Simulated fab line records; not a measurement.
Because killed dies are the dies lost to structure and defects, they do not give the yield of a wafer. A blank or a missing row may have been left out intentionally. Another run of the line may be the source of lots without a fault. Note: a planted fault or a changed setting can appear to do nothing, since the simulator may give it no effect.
Matching of chambers + flow n5 finfet + ald metal-03 running N5_BEOL_M2_ALD_84: 4 sister chambers
The step deposits TaN, pulse time 2 s, purge time 3 s, co reactant purge time 2 s. 8 wafers are shown with their chamber, then 7 later ones without.

## WAFERS PAIRED WITH THEIR CHAMBERS
| wafer  | chamber | heater power w (W) | heater power outer w (W) |
|--------|---------|--------------------|--------------------------|
| L084.5 | 1       | 484                | 274                      |
| L086.2 | 1       | 487                | 286                      |
| L086.6 | 3       | 325                | 198                      |
| L087.3 | 2       | 472                | 270                      |
| L087.4 | 0       | 407                | 247                      |
| L087.5 | 2       | 487                | 274                      |
| L090.1 | 0       | 418                | 247                      |
| L090.2 | 3       | 336                | 191                      |

## WAFERS WITH NO CHAMBER GIVEN
| wafer  | heater power w (W) | heater power outer w (W) |
|--------|--------------------|--------------------------|
| L090.6 | 410                | 249                      |
| L092.2 | 479                | 281                      |
| L092.4 | 468                | 282                      |
| L092.6 | 419                | 242                      |
| L094.1 | 471                | 279                      |
| L094.2 | 336                | 197                      |
| L094.4 | 481                | 285                      |

## THE CHAMBER EACH PASSED THROUGH
| wafer  | from the rows above     | in truth |
|--------|-------------------------|----------|
| L090.6 | 0                       | 0        |
| L092.2 | can't be placed: 1 or 2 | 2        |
| L092.4 | can't be placed: 1 or 2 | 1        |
| L092.6 | 0                       | 0        |
| L094.1 | can't be placed: 2 or 1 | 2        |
| L094.2 | 3                       | 3        |
| L094.4 | can't be placed: 1 or 2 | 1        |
3 of 7 placed correctly. Not placeable from these rows: 4 (in 4, the candidates include the true chamber). Placed wrongly: 0.
How it was worked out, from the rows above alone: a wafer's distance from a chamber is the root of the sum, over the readings, of the square of ((its reading less the chamber's mean) divided by the reading's scatter). If the next closest chamber is less than 2 further off than the closest, the wafer can't be placed; otherwise it belongs to the closest. The mean given for a chamber averages the wafers shown for that chamber. The scatter is the square root of a quotient: the sum, over the shown wafers, of each reading's squared deviation from its chamber's mean, divided by wafers minus chambers.
